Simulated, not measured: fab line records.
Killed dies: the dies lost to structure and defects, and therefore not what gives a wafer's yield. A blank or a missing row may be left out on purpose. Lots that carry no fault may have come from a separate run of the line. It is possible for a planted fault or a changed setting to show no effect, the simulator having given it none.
Struck lot and sound lot, side by side    flow nandHarc    25 steps out of a route of 1159
Sound: wafers L288.2, L288.5, L288.6. Wafers L291.2, L291.5, L291.6 were the ones struck. The cause is given at the end.
Order at every step that has rows: each side's tool, ch and its chambers, its first start. Under that, the readings that differ: sound wafers    struck wafers    difference of the means    sigmas: that difference in standard deviations of wafers without a fault.
alike: readings with means less than 2 such deviations apart, plus words and numbers identical on both sides. not compared: withheld readings, readings lacking a value on some wafer, bounds such as >300 that could conceal the same value, and numbers that have no deviation in the record and whose values overlap.
The two part at a step that has a row with sigmas, a row that says differs or no value, or rows on one side only. Non-overlapping numbers with no deviation appear without sigmas and do not part them. A reading that every wafer of one side lacks parts them only if that side has two wafers or more.

first, 8 steps without rows for these wafers: NHARC_A_CHANNEL_HOLE_D1_DEVELOP_09 (develop time 35 s); NHARC_A_CHANNEL_HOLE_D1_DESCUM_15 (chemistry O2, time 3 s); NHARC_A_CHANNEL_HOLE_D1_ETCH_38 (etches the open film in CF4, target depth 39 nm, time 65 s); NHARC_A_CHANNEL_HOLE_D1_ETCH_39 (etches the open film in N2/H2, target depth 260 nm, time 325 s); NHARC_A_CHANNEL_HOLE_D1_ETCH_34 (etches the open film in CF4/CHF3, target depth 154 nm, time 77 s); NHARC_A_CHANNEL_HOLE_D1_ETCH_16 (etches the open film in O2/COS, target depth 3100 nm, time 806 s); NHARC_A_CHANNEL_HOLE_D1_ETCH_19 (etches the open film in C4F8/O2/Ar, time 34.5 s); NHARC_A_CHANNEL_HOLE_D1_ETCH_20 (etches the open film in C4F8/O2/Ar, time 361.9 s, target depth 1600 nm).
NHARC_A_CHANNEL_HOLE_D1_ETCH_21: etches the open film in C4F8/O2/Ar, time 514.3 s, target depth 1600 nm.
  sound on harEtch-01 ch 0,1, day 10 07:35; struck on harEtch-01 ch 0,1, day 10 13:58
  no value came back on the struck wafers for any of 5 readings (c4f8FlowSccm (sccm), chamberPressureMTorr (mTorr) and others); on the sound wafers c4f8FlowSccm (sccm) reads 88.88 88.96 89.62
  not compared: rfHoursCounterH
then, 9 steps without rows for these wafers: NHARC_A_CHANNEL_HOLE_D1_ETCH_22 (etches the open film in C4F8/O2/Ar, time 666.7 s, target depth 1600 nm); NHARC_A_CHANNEL_HOLE_D1_ETCH_23 (etches the open film in C4F8/O2/Ar, time 819 s, target depth 1600 nm); NHARC_A_CHANNEL_HOLE_D1_ETCH_24 (etches the open film in C4F8/O2/Ar, time 906.2 s, target depth 1500 nm); NHARC_A_CHANNEL_HOLE_D1_ETCH_25 (etches the open film in C4F8/O2/Ar, time 1040.2 s, target depth 1500 nm); NHARC_A_CHANNEL_HOLE_D1_ETCH_26 (etches the open film in C4F8/O2/Ar, time 224.1 s, target depth 300 nm); NHARC_A_CHANNEL_HOLE_D1_ETCH_33 (etches the open film in C4F8/O2/Ar, time 90 s, target depth 400 nm); NHARC_A_CHANNEL_HOLE_D1_STRIP_41 (strips in N2/H2); NHARC_A_CHANNEL_HOLE_D1_STRIP_42 (strips in CF4/CHF3); NHARC_A_CHANNEL_HOLE_D1_STRIP_43 (strips in O2/COS).
NHARC_A_CHANNEL_HOLE_D1_ETCH_44: etches the open film in CF4/O2, target depth 140 nm, overetch 14 nm, time 77 s.
  sound on rieDiel-08 ch 0,3, day 10 12:28; struck on rieDiel-09 ch 1,2, day 10 18:11
reading                            sound              struck             difference  sigmas
cf4FlowSccm (sccm)                 79.74 79.98 80.03  80.19 80.66 80.52  +0.54       +2
model.A_CHANNEL_HOLE_D1.cdNm (nm)  89.68 89.93 89.18  101.1 103.2 100.8  +12.1       
  alike: biasW, drypumpMotorCurrentA, oes_f_703_au, oes_o_777_au, oesProductAu, rfVppV, showerheadPlenumPTorr, throttleValvePct
  not compared: rfHoursCounterH
then, 3 steps without rows for these wafers: NHARC_A_CHANNEL_HOLE_D1_STRIP_27 (strips in O2); NHARC_A_CHANNEL_HOLE_D1_PRECLEAN_28 (cleans in SC1); NHARC_A_CHANNEL_HOLE_D1_SRD_29.
NHARC_A_CHANNEL_HOLE_D1_CD_MEAS_30:
  sound on cdSem-01, day 10 13:16; struck on cdSem-03, day 10 19:01
reading    sound           struck         difference  sigmas
cdNm (nm)  89.8 90.0 89.4  -0.9 0.4 -0.9  -90.2       -69
NHARC_A_CHANNEL_HOLE_D1_XSEM_31:
  sound on xsem-01 ch 0, day 10 13:21; struck on xsem-02 ch 0, day 10 19:06
reading       sound           struck       difference  sigmas
botCdNm (nm)  74.5 74.7 73.9  0.0 1.1 0.2  -73.9       -53
bowNm (nm)    8.9 8.9 8.9     1.1 1.1 1.1  -7.8        -26
  alike: tiltDeg
-- break in the record here, with 10 days between the starts of the struck wafers on either side (left off in module A_CHANNEL_HOLE_D1, picked up again in module END, where the first step shown is number 1159 on the route) --
NHARC_END_SORT_01:
  at this point the record logs the struck wafers (prober-02 ch 0, day 20 22:56) and has no rows for the sound ones

## WHERE THEY PART
Earliest at NHARC_A_CHANNEL_HOLE_D1_ETCH_21; latest, in this record, at NHARC_END_SORT_01.

WHY: what the simulator had put in
Whole step skipped at NHARC_A_CHANNEL_HOLE_D1_ETCH_21 on harEtch-01, starting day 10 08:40. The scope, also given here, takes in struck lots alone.
